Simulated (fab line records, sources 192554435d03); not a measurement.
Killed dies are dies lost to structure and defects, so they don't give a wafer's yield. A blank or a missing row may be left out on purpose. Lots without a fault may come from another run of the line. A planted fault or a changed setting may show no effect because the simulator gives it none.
A struck lot beside a sound one | flow n5_finfet | 19 steps out of a route of 1938
Sound: wafers L152.2, L152.3, L152.5. Struck: wafers L163.1, L163.2, L163.4. The cause comes at the end.
At each step with rows: each side's tool, then ch and its chambers, then its first start. Under that, the readings that differ: sound wafers | struck wafers | difference of the means | sigmas: that difference in standard deviations of wafers without a fault.
alike: readings whose means differ by less than 2 such deviations, and words and numbers that are the same on both sides. not compared: withheld readings, readings that some wafer has no value for, bounds like >300 that may hide the same value, and numbers for which the record gives no deviation and whose values overlap.
The two part at a step that has a row with sigmas, a row that says differs or no value, or rows on one side only. Numbers that don't overlap but have no deviation are shown without sigmas and don't part them. A reading that every wafer of one side lacks parts them only if that side has two wafers or more.

N5_BEOL_M14_CMP_49: polishes, stops on SiO2, t overpolish 5.2 s, target thk 560 nm.
  sound on cmp-04 ch 0,2,3, day 15 14:51; struck on cmp-01 ch 0,1,2, day 18 01:06
  alike: barrier_field_endpoint_s, clearing_platen_rpm, motor_current_A, overpolish_run_s, time_to_endpoint_s
N5_BEOL_M14_THK_MEAS_50: measures by xrf.
  sound on film_metro-01, day 15 15:04; struck on film_metro-02, day 18 01:23
  alike: M14_THK
then, 1 step without rows for these wafers: N5_BEOL_M14_PRE_CLEAN_52 (time 15 s).
N5_BEOL_M14_DEP_53: deposits SiCN from 3MS/NH3, target thk 50 nm, time 17.8 s.
  sound on pecvd-02 ch 0,2, day 15 15:08; struck on pecvd-01 ch 0,1,2, day 18 01:28
  alike: showerhead_plenum_p_Torr, throttle_valve_pct
N5_BEOL_M14_RS_MEAS_54: measures by four-point-probe.
  sound on film_metro-02, day 15 15:12; struck on film_metro-01, day 18 01:32
  alike: M14_RS
N5_BEOL_M14_INSPECT_55: inspects for defects (darkfield).
  sound on defect_inspect-02, day 15 15:14; struck on defect_inspect-02, day 18 01:34
  alike: raw_defect_count
N5_BEOL_M15_ILD_DEP_00: deposits SiO2 from TEOS/O2, target thk 1629.3 nm, time 346.1 s.
  sound on pecvd-03 ch 0,2, day 15 15:16; struck on pecvd-03 ch 0,1,2, day 18 01:36
  alike: heater_power_w, showerhead_plenum_p_Torr, throttle_valve_pct
N5_BEOL_M15_THK_MEAS_01:
  sound on film_metro-01, day 15 15:31; struck on film_metro-01, day 18 01:51
  alike: M15_ILD_THK
then, 4 steps without rows for these wafers: N5_BEOL_M15_COAT_58 (time 60 s, resist thk 89 nm); N5_BEOL_M15_COAT_04 (resist thk 800 nm); N5_BEOL_M15_EBR_06; N5_BEOL_M15_SOFTBAKE_05 (time 60 s).
N5_BEOL_M15_EXPOSE_07: exposes mask V14.
  sound on krf_scanner-02 ch 0, day 15 15:46; struck on krf_scanner-01 ch 0, day 18 02:07
  reading                          | sound          | struck         | difference | sigmas
  model.BEOL_M15.overlay_x_nm (nm) | -0.8 -0.8 -0.8 | 37.6 37.6 37.6 | +38.4      |
  alike: mask
then, 3 steps without rows for these wafers: N5_BEOL_M15_PEB_08 (peb time 90 s); N5_BEOL_M15_DEVELOP_09 (develop time 45 s); N5_BEOL_M15_HARDBAKE_14 (time 120 s).
N5_BEOL_M15_CD_MEAS_10: target cd 360 nm.
  sound on cd_sem-01 ch 0, day 15 15:56; struck on cd_sem-03 ch 0, day 18 02:17
  alike: cd_nm
N5_BEOL_M15_OVL_MEAS_11:
  sound on overlay-01 ch 0, day 15 15:58; struck on overlay-01 ch 0, day 18 02:19
  reading      | sound   | struck   | difference | sigmas
  V14_OVL (nm) | -1 -1 0 | 34 38 36 | +37        | +8
N5_BEOL_M15_INSPECT_12: inspects for defects (macro).
  sound on defect_inspect-02, day 15 15:59; struck on defect_inspect-02, day 18 02:20
  alike: raw_defect_count

WHERE THEY PART
Only at N5_BEOL_M15_OVL_MEAS_11, within this record. Later steps at which nothing parts them and some readings are alike: N5_BEOL_M15_INSPECT_12.

WHY: what the simulator had put in
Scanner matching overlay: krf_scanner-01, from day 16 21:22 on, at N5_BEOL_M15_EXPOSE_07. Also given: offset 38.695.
